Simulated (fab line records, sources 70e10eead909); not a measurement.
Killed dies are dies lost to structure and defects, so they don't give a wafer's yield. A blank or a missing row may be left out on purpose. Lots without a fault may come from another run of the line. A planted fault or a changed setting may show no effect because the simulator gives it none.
fab line records | flow nand_harc
record lots=14 wafers=42 last_day=25
route steps=1159 shown A_ZERO_WELL@412 A_SOURCE_PLATE@420 A_ONON_D1@444 END@1159
lots that met no fault: from a run of the same line without faults
start_h: hours from the record's first day to the start of the lot's first wafer shown | wait_h: hours since the lot's step before | " the same as in the row above | L1.1+2: a row that stands for several wafers | - no value, or no start given | * or withheld: withheld | < > ~ a bound
route shown NAME@n: a module of which the file shows steps, and the number in the route of the first | usual: mean/standard deviation of fault-free wafers | same: alike in all rows | chamber/n: place in a boat | sites: the reading at each site | _std_site: their standard deviation | _edge_site: outer sites' mean less inner sites' | radius_mm: how far each site lies from the wafer's centre | mask NAME#n: copy n | behind: the tool/chamber that last shaped the wafer | hold: why the lot was held/for how many hours/how that ended | device: the transistor (n, p or np) that didn't switch | end of line: the same wafers' tests at the end of the route | a step without rows: its recipe alone | killed: dies lost to structure and defects at the first sort, not the wafer's yield | map: a wafer's dies, x killed, . not, _ none there
set.NAME: the setting as run; set.NAME@STEP: as run at that earlier step | model.NAME: the simulator's own value behind a step, which no gauge read
steps of the route over a sample of lots; a table a step, a row a wafer
services: from which hour (start_h, from the record's first day; less than 0 if before it) a tool's chamber was out of use, for how many hours, and why
## steps
# step NHARC_A_ZERO_WELL_INSPECT_17
# usual raw_defect_count=11/5.3
# columns lot.wafer tool chamber start_h wait_h raw_defect_count
L866.3 defect_inspect-01 - 140.67 0.1 8
L866.5 " - " " 8
L866.6 " - " " 13
L865.3 defect_inspect-01 - 146.35 0.1 11
L865.4 " - " " 9
L865.6 " - " " 23
L873.1 defect_inspect-01 - 186.83 0.2 10
L873.3 " - " " 7
L873.6 " - " " 5
L874.2 defect_inspect-01 - 188.19 0.1 6
L874.4 " - " " 15
L874.6 " - " " 7
L880.2 defect_inspect-01 - 214.18 0.1 14
L880.3 " - " " 22
L880.6 " - " " 15
L876.1 defect_inspect-01 - 216.83 0.2 9
L876.2 " - " " 14
L876.4 " - " " 22
L879.1 defect_inspect-02 - 221.93 0.2 16
L879.3 " - " " 14
L879.5 " - " " 6
L878.3 defect_inspect-02 - 222.10 0.1 17
L878.5 " - " " 21
L878.6 " - " " 5
L882.2 defect_inspect-01 - 235.49 0.1 7
L882.3 " - " " 13
L882.4 " - " " 7
L883.4 defect_inspect-02 - 245.73 0.1 16
L883.5 " - " " 14
L883.6 " - " " 8
L885.1 defect_inspect-01 - 245.91 0.2 8
L885.2 " - " " 5
L885.3 " - " " 6
L884.3 defect_inspect-01 - 247.54 0.1 22
L884.4 " - " " 11
L884.5 " - " " 10
L887.2 defect_inspect-01 - 259.98 0.1 16
L887.3 " - " " 11
L887.4 " - " " 5
L888.2 defect_inspect-01 - 276.46 0.1 15
L888.3 " - " " 10
L888.6 " - " " 6
# step NHARC_A_SOURCE_PLATE_THK_MEAS_06
# recipe thk_meas_gauge=ellipsometry
# usual thk_nm=200.1/2.3
# columns lot.wafer tool chamber start_h wait_h thk_nm
L866.3 film_metro-02 - 160.85 0.4 199.3
L866.5 " - " " 200.4
L866.6 " - " " 198.4
L865.3 film_metro-01 - 168.91 0.4 200.9
L865.4 " - " " 201.7
L865.6 " - " " 200.8
L873.1 film_metro-02 - 211.53 0.4 202.1
L873.3 " - " " 200.9
L873.6 " - " " 198.4
L874.2 film_metro-02 - 211.54 0.4 199.5
L874.4 " - " " 198.3
L874.6 " - " " 198.7
L880.2 film_metro-01 - 234.10 0.4 197.0
L880.3 " - " " 198.4
L880.6 " - " " 202.2
L876.1 film_metro-02 - 234.11 0.4 201.4
L876.2 " - " " 200.2
L876.4 " - " " 201.0
L879.1 film_metro-02 - 242.47 0.4 198.9
L879.3 " - " " 201.5
L879.5 " - " " 201.0
L878.3 film_metro-01 - 242.48 0.4 204.7
L878.5 " - " " 203.0
L878.6 " - " " 200.4
L882.2 film_metro-02 - 259.42 0.4 199.0
L882.3 " - " " 197.5
L882.4 " - " " 199.4
L885.1 film_metro-01 - 270.00 0.4 205.7
L885.2 " - " " 205.9
L885.3 " - " " 201.4
L883.4 film_metro-02 - 270.00 0.4 202.0
L883.5 " - " " 200.2
L883.6 " - " " 199.0
L884.3 film_metro-01 - 270.01 0.4 203.9
L884.4 " - " " 202.8
L884.5 " - " " 201.8
L887.2 film_metro-01 - 279.87 0.4 199.6
L887.3 " - " " 199.0
L887.4 " - " " 199.9
L888.2 film_metro-01 - 301.17 0.4 201.4
L888.3 " - " " 200.1
L888.6 " - " " 200.2
# step NHARC_A_ONON_D1_DEP_28
# recipe target_thk_a=10000 n2_flow_sccm=2750 n2o_flow_sccm=2000 nh3_flow_sccm=500 sih4_flow_sccm=210 temp_c=400
# usual nh3_flow_sccm=500.2/1.4
# columns lot.wafer tool chamber start_h wait_h nh3_flow_sccm
L866.3 pecvd_onon-02 0 172.93 0.2 498.3
L866.5 " 0 " " 499.2
L866.6 " 0 " " 499.4
L865.3 pecvd_onon-01 0 181.60 0.2 500.2
L865.4 " 0 " " 500.6
L865.6 " 0 " " 500.3
L873.1 pecvd_onon-01 0 223.30 0.1 499.0
L873.3 " 0 " " 500.2
L873.6 " 0 " " 500.4
L874.2 pecvd_onon-03 0 223.46 0.1 500.2
L874.4 " 0 " " 500.0
L874.6 " 0 " " 501.2
L876.1 pecvd_onon-03 0 246.81 0.1 500.6
L876.2 " 0 " " 501.9
L876.4 " 0 " " 500.5
L880.2 pecvd_onon-02 0 247.01 0.1 500.4
L880.3 " 0 " " 500.6
L880.6 " 0 " " 501.1
L879.1 pecvd_onon-02 0 254.39 0.1 502.7
L879.3 " 0 " " 500.5
L879.5 " 0 " " 501.6
L878.3 pecvd_onon-01 0 254.54 0.2 501.2
L878.5 " 0 " " 503.3
L878.6 " 0 " " 499.9
L882.2 pecvd_onon-01 0 273.94 0.1 497.3
L882.3 " 0 " " 498.0
L882.4 " 0 " " 498.1
L885.1 pecvd_onon-02 0 282.44 0.1 500.1
L885.2 " 0 " " 498.3
L885.3 " 0 " " 500.7
L883.4 pecvd_onon-01 0 282.49 0.2 499.9
L883.5 " 0 " " 500.0
L883.6 " 0 " " 502.1
L884.3 pecvd_onon-02 0 282.90 0.2 502.0
L884.4 " 0 " " 498.9
L884.5 " 0 " " 501.1
L887.2 pecvd_onon-02 0 291.96 0.1 499.7
L887.3 " 0 " " 501.9
L887.4 " 0 " " 500.5
L888.2 pecvd_onon-02 0 316.08 0.1 496.8
L888.3 " 0 " " 496.4
L888.6 " 0 " " 497.8
# step NHARC_A_ONON_D1_THK_MEAS_30
# recipe thk_meas_gauge=ellipsometry
# usual thk_nm=1001/7.1
# columns lot.wafer tool chamber start_h wait_h thk_nm
L866.3 film_metro-01 - 173.33 - 1017
L866.5 " - " " 1017
L866.6 " - " " 1020
L865.3 film_metro-02 - 182.02 - 996
L865.4 " - " " 995
L865.6 " - " " 998
L873.1 film_metro-02 - 223.81 - 1000
L873.3 " - " " 1001
L873.6 " - " " 1000
L874.2 film_metro-01 - 223.92 - 608
L874.4 " - " " 606
L874.6 " - " " 607
L876.1 film_metro-02 - 247.32 - 596
L876.2 " - " " 597
L876.4 " - " " 598
L880.2 film_metro-01 - 247.46 - 1005
L880.3 " - " " 1008
L880.6 " - " " 1006
L879.1 film_metro-01 - 254.90 - 1012
L879.3 " - " " 1013
L879.5 " - " " 1011
L878.3 film_metro-02 - 254.93 - 1002
L878.5 " - " " 1001
L878.6 " - " " 1002
L882.2 film_metro-02 - 274.39 - 992
L882.3 " - " " 992
L882.4 " - " " 993
L883.4 film_metro-02 - 282.83 - 1004
L883.5 " - " " 1005
L883.6 " - " " 1005
L885.1 film_metro-02 - 282.94 - 1010
L885.2 " - " " 1009
L885.3 " - " " 1008
L884.3 film_metro-02 - 283.30 - 1006
L884.4 " - " " 1006
L884.5 " - " " 1006
L887.2 film_metro-01 - 292.41 - 996
L887.3 " - " " 995
L887.4 " - " " 995
L888.2 film_metro-02 - 316.53 - 1009
L888.3 " - " " 1008
L888.6 " - " " 1009
# step NHARC_END_SORT_01
# recipe temp_c=25
# usual killed_at_array=27/10 killed_at_other=0.6/0.96 killed_at_periphery=3.4/2.7 killed_dies=31/10 killed_open=2.9/1.8 killed_short=1.8/1.4
# same gross_dies=677
# columns lot.wafer tool chamber start_h wait_h killed_at_array killed_at_other killed_at_periphery killed_dies killed_open killed_short
L874.2 prober-02 0 502.08 2.8 676 0 1 677 6 1
L874.4 prober-02 0 503.67 3.4 673 1 3 677 2 1
L874.6 prober-02 0 505.27 4.0 674 0 3 677 5 1
L876.1 prober-02 0 517.38 2.5 676 0 1 677 0 6
L876.2 prober-02 0 518.19 2.8 675 0 2 677 3 1
L876.4 prober-02 0 519.80 3.4 677 0 0 677 3 1
# killed by level:class
L874.2 A_ONON_D1:area_dep=631 A_CHANNEL_HOLE_D1:chamber_film_flake=22 A_SLIT:chamber_film_flake=8 A_STAIRCASE:chamber_film_flake=6 A_CONTACT:chamber_film_flake=3 P_M1:geometric_particle:open=1 A_SOURCE_PLATE:geometric_particle:open=1 A_ONON_D1:geometric_particle:open=1
L874.4 A_ONON_D1:area_dep=631 A_CHANNEL_HOLE_D1:chamber_film_flake=21 A_SLIT:chamber_film_flake=16 A_STAIRCASE:chamber_film_flake=2 A_CONTACT:chamber_film_flake=2 P_CONTACT:geometric_particle:open=1 P_M0:geometric_particle:open=1 A_ONON_D1:geometric_particle:short=1
L874.6 A_ONON_D1:area_dep=630 A_SLIT:chamber_film_flake=16 A_CHANNEL_HOLE_D1:chamber_film_flake=15 A_STAIRCASE:chamber_film_flake=4 A_CONTACT:chamber_film_flake=4 P_CONTACT:geometric_particle:open=1 P_M2:geometric_particle:open=1 A_ONON_D1:geometric_particle:short=1
L876.1 A_ONON_D1:area_dep=633 A_SLIT:chamber_film_flake=18 A_STAIRCASE:chamber_film_flake=7 A_CHANNEL_HOLE_D1:chamber_film_flake=5 A_CONTACT:chamber_film_flake=5 A_CONTACT:geometric_particle:short=3 A_CHANNEL_FILL_D1:geometric_particle:short=2 A_M0:chamber_film_flake=2
L876.2 A_ONON_D1:area_dep=649 A_SLIT:chamber_film_flake=10 A_CHANNEL_HOLE_D1:chamber_film_flake=4 A_STAIRCASE:chamber_film_flake=4 A_CONTACT:chamber_film_flake=4 P_CONTACT:geometric_particle:short=1 A_WL_FILL:geometric_particle:open=1 A_CONTACT:geometric_particle:open=1
L876.4 A_ONON_D1:area_dep=639 A_SLIT:chamber_film_flake=15 A_CONTACT:chamber_film_flake=8 A_CHANNEL_HOLE_D1:chamber_film_flake=4 A_STAIRCASE:chamber_film_flake=4 A_ONON_D1:geometric_particle:open=1 A_CHANNEL_FILL_D1:geometric_particle:short=1 A_CHANNEL_FILL_D1:geometric_particle:open=1
## services
# columns tool chamber start_h hours kind
pecvd_onon-03 - 153.00 13.0 pm
pecvd_onon-01 - 195.00 13.0 pm
pecvd_onon-02 - 292.25 13.0 pm
## key
first_sign step=NHARC_A_ONON_D1_THK_MEAS_30 reading=thk_nm direction=down sigmas=56 usual=1001 struck=602
effect step=NHARC_END_SORT_01 reading=killed_dies direction=up sigmas=65 usual=31 struck=677
more_kills_born_at NHARC_A_ONON_D1_DEP_28@pecvd_onon-03=3813
met_at NHARC_A_ONON_D1_DEP_28
struck_lots L874,L876
struck_wafers L874.2,L874.4,L874.6,L876.1,L876.2,L876.4
later_rows_left_out L874.2,L874.4,L874.6,L876.1,L876.2,L876.4
tester_left_out L874,L876
not_acting_at NHARC_A_ZERO_WELL_INSPECT_17,NHARC_A_SOURCE_PLATE_THK_MEAS_06
fault kind=process_parameter_drift tool=pecvd_onon-03 chamber=0 onset_h=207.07 steps=NHARC_A_ONON_D1_DEP_28 channel=target_thk_a offset=* shape=step end_h=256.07 acts_in=* stated=*
# tester_left_out: of these lots the tester's yield and bins aren't shown, on N5 and GAA mostly nor the transistor test; their killed dies are dies lost to structure and defects alone, not to doping, threshold or leakage, so they don't give the yield
# later_rows_left_out: the simulator's readings of these wafers behind a module that went badly wrong aren't trusted and aren't shown, but for the sort
